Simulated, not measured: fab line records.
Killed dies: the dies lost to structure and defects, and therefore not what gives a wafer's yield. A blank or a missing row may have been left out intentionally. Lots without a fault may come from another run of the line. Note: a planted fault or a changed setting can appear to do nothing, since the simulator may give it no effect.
The tool behind it: which one?	flow n5_finfet	12 lots (36 wafers sampled), 1 step of a 1938-step route

WHAT THE GAUGES READ, wafer by wafer
N5_BEOL_M6_OCD_MEAS_38.
lot	measured	on	trench_depth_nm (nm)
L075	day 10 05:20	ocd-02	92.5 94.7 93.4
L077	day 10 16:05	ocd-01	92.3 94.0 92.1
L080	day 11 14:22	ocd-02	94.1 92.1 94.2
L081	day 11 18:07	ocd-01	93.6 95.7 93.7
L083	day 12 03:17	ocd-02	94.8 92.7 95.2
L087	day 12 19:28	ocd-01	95.1 96.7 96.2
L086	day 13 09:23	ocd-02	97.8 92.1 94.2
L091	day 13 22:12	ocd-01	92.6 92.9 92.9
L092	day 13 23:22	ocd-01	91.6 92.3 92.5
L093	day 14 23:45	ocd-01	93.4 94.7 92.4
L094	day 15 09:34	ocd-01	96.7 94.0 96.8
L097	day 16 05:40	ocd-01	92.3 94.8 93.8

EACH LOT AND THE TOOL THAT RAN IT (in order: tool; ch and the chambers of the sampled wafers; start)
Before these readings, the record contains no process step.

THE ANSWER, worked out from the rows above alone
Rule: the lots themselves supply what counts as usual. The widest of any qualifying gaps counts: lots, ordered by their means at a reading, are off when they make up no more than a third of the lots, leave a main group of 4 or more, and stand apart from it by 3 or more times the standard deviation of that group's means. Not used: any main group whose means are identical at the precision the tables above print for the reading. A lot without any number at a reading at which 4 lots or more have one is off too. The other lots that the step has rows for count as sound.
Nothing can be told from this: no lot is off at any reading shown.

WHAT THE SIMULATOR PUT IN
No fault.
